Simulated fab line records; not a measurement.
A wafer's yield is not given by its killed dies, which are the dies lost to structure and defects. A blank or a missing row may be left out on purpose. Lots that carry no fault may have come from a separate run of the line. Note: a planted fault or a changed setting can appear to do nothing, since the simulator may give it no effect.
Chamber matching + flow n5-finfet + 4 sister chambers for N5_BEOL_M6_ETCH_62 on rie-diel-04
The step etches SOC in N2/H2, target depth 110 nm, overetch 22 nm, time 165 s. 14 wafers are shown with their chamber, then 7 later ones without.

WAFERS PAIRED WITH THEIR CHAMBERS
| wafer  | chamber | showerhead-plenum-p-Torr (Torr) | drypump-motor-current-A (A) | rf-vpp-V (V) |
|--------|---------|---------------------------------|-----------------------------|--------------|
| L077.1 | 2       | 2.47                            | 5.9                         | 520.5        |
| L077.3 | 1       | 2.50                            | 5.9                         | 523.1        |
| L077.5 | 1       | 2.50                            | 6.0                         | 523.3        |
| L076.2 | 2       | 2.47                            | 5.9                         | 521.1        |
| L076.4 | 1       | 2.50                            | 5.9                         | 522.3        |
| L076.6 | 2       | 2.47                            | 5.8                         | 522.5        |
| L082.1 | 3       | 2.68                            | 6.0                         | 527.6        |
| L082.4 | 1       | 2.49                            | 6.0                         | 522.4        |
| L082.6 | 1       | 2.49                            | 6.0                         | 522.9        |
| L087.2 | 0       | 2.48                            | 6.5                         | 522.3        |
| L087.5 | 2       | 2.46                            | 5.9                         | 521.1        |
| L087.6 | 1       | 2.49                            | 6.0                         | 522.9        |
| L089.2 | 3       | 2.67                            | 6.0                         | 528.0        |
| L089.3 | 1       | 2.48                            | 6.0                         | 522.7        |

SIGNATURES (means of the wafers above)
| reading                  | chamber 0 | chamber 1 | chamber 2 | chamber 3 | scatter within a chamber |
|--------------------------|-----------|-----------|-----------|-----------|--------------------------|
| showerhead-plenum-p-Torr | 2.4800    | 2.4929    | 2.4675    | 2.6750    | 0.00684                  |
| drypump-motor-current-A  | 6.500     | 5.971     | 5.875     | 6.000     | 0.0467                   |
| rf-vpp-V                 | 522.300   | 522.800   | 521.300   | 527.800   | 0.55                     |
Rule: a wafer lies at a distance from a chamber equal to the root of the sum of squares, over the readings, of (its reading less the chamber's mean, divided by the reading's scatter). If the next closest chamber is less than 2 further off than the closest, the wafer can't be placed; otherwise it belongs to the closest. The scatter is the square root of a quotient: the sum, over the shown wafers, of each reading's squared deviation from its chamber's mean, divided by wafers minus chambers.

WAFERS WHOSE CHAMBER IS MISSING
| wafer  | showerhead-plenum-p-Torr (Torr) | drypump-motor-current-A (A) | rf-vpp-V (V) |
|--------|---------------------------------|-----------------------------|--------------|
| L089.6 | 2.48                            | 6.5                         | 522.3        |
| L091.4 | 2.48                            | 6.5                         | 522.6        |
| L091.5 | 2.48                            | 6.5                         | 522.3        |
| L091.6 | 2.67                            | 6.0                         | 526.7        |
| L097.1 | 2.45                            | 5.8                         | 521.0        |
| L097.4 | 2.48                            | 6.5                         | 521.4        |
| L097.5 | 2.48                            | 5.9                         | 521.0        |

WHICH CHAMBER EACH WENT THROUGH
| wafer  | from the rows above | in truth                   |
|--------|---------------------|----------------------------|
| L089.6 | 0                   | 0                          |
| L091.4 | 0                   | 0                          |
| L091.5 | 0                   | 0                          |
| L091.6 | 3                   | 3                          |
| L097.1 | 2                   | 2                          |
| L097.4 | 0                   | 0                          |
| L097.5 | 2                   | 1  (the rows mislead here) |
Placed correctly: 6 of 7. Number that these rows cannot place: 0. Placed wrongly: 1.
